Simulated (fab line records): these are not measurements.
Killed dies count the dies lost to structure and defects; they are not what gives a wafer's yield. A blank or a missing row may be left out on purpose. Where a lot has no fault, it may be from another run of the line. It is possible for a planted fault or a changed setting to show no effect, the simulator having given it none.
A struck lot beside a sound one | flow n5 finfet | 14 out of 1938 route steps
Sound: wafers L994.1, L994.2, L994.5. Struck: wafers L100.2, L100.4, L100.6. The cause comes at the end.
For every step that has rows: the tool of each side, followed by ch and its chambers, followed by its first start. Under that, the readings that differ: sound wafers | struck wafers | difference of the means | sigmas: that difference in standard deviations of wafers without a fault.
alike: same words and numbers on both sides, and readings whose means sit less than 2 such deviations apart. not compared: any withheld reading, any reading some wafer has no value for, any bound like >300 that may hide the same value, and any number with overlapping values for which the record gives no deviation.
A row with sigmas, a row that says differs or no value, or rows on one side alone: a step with any of these is where the two part. Numbers that don't overlap but have no deviation are shown without sigmas and don't part them. A reading that every wafer of one side lacks parts them only if that side has two wafers or more.

first, 2 steps without rows for these wafers: N5_FIN_SAQP_PRECLEAN_45 (cleans in dHF, time 10 s); N5_FIN_SAQP_SRD_39 (time 30 s).
N5_FIN_SAQP_OCD_MEAS_76:
  sound on ocd-02, day 2 13:59; struck on ocd-02, day 4 04:25
  alike: trench depth nm
N5_FIN_SAQP_INSPECT_40: inspects for defects (brightfield).
  sound on defect inspect-02, day 2 14:01; struck on defect inspect-02, day 4 04:26
  alike: raw defect count
then, 8 steps without rows for these wafers: N5_FIN_CUT_COAT_18 (time 60 s, resist thk 230 nm); N5_FIN_CUT_COAT_19 (time 60 s, resist thk 20 nm); N5_FIN_CUT_COAT_29 (time 60 s, resist thk 10 nm); N5_FIN_CUT_COAT_02 (resist thk 30 nm); N5_FIN_CUT_EBR_04; N5_FIN_CUT_SOFTBAKE_03 (time 60 s); N5_FIN_CUT_EXPOSE_05 (exposes mask FIN CUT); N5_FIN_CUT_PEB_06 (peb time 60 s).
N5_FIN_CUT_DEVELOP_07: develop time 30 s.
  struck on litho track-04, day 4 04:41; sound on litho track-04 ch 0, day 2 14:23
  no value came back on the struck wafers for chill plate temp C (C), develop time s (s); on the sound wafers chill plate temp C (C) reads 22.95 23.03 23.05
  reading                                      | sound          | struck       | difference | sigmas
  model.CAR-EUV_of_FIN_CUT_COAT_02.thk nm (nm) | 29.6 29.6 29.6 | 29.8 29.8 30 | +0.3       |
N5_FIN_CUT_CD_MEAS_08 targets a cd of 29.1 nm.
  sound on cd sem-01 ch 0, day 2 14:27; struck on cd sem-03 ch 0, day 4 04:44
  reading    | sound             | struck | difference                    | sigmas
  cd nm (nm) | 28.87 29.20 29.14 | - - -  | no value on the struck wafers |

## WHERE THEY PART
First at N5_FIN_CUT_DEVELOP_07; last, within this record, at N5_FIN_CUT_CD_MEAS_08.

WHY: what had been put in by the simulator
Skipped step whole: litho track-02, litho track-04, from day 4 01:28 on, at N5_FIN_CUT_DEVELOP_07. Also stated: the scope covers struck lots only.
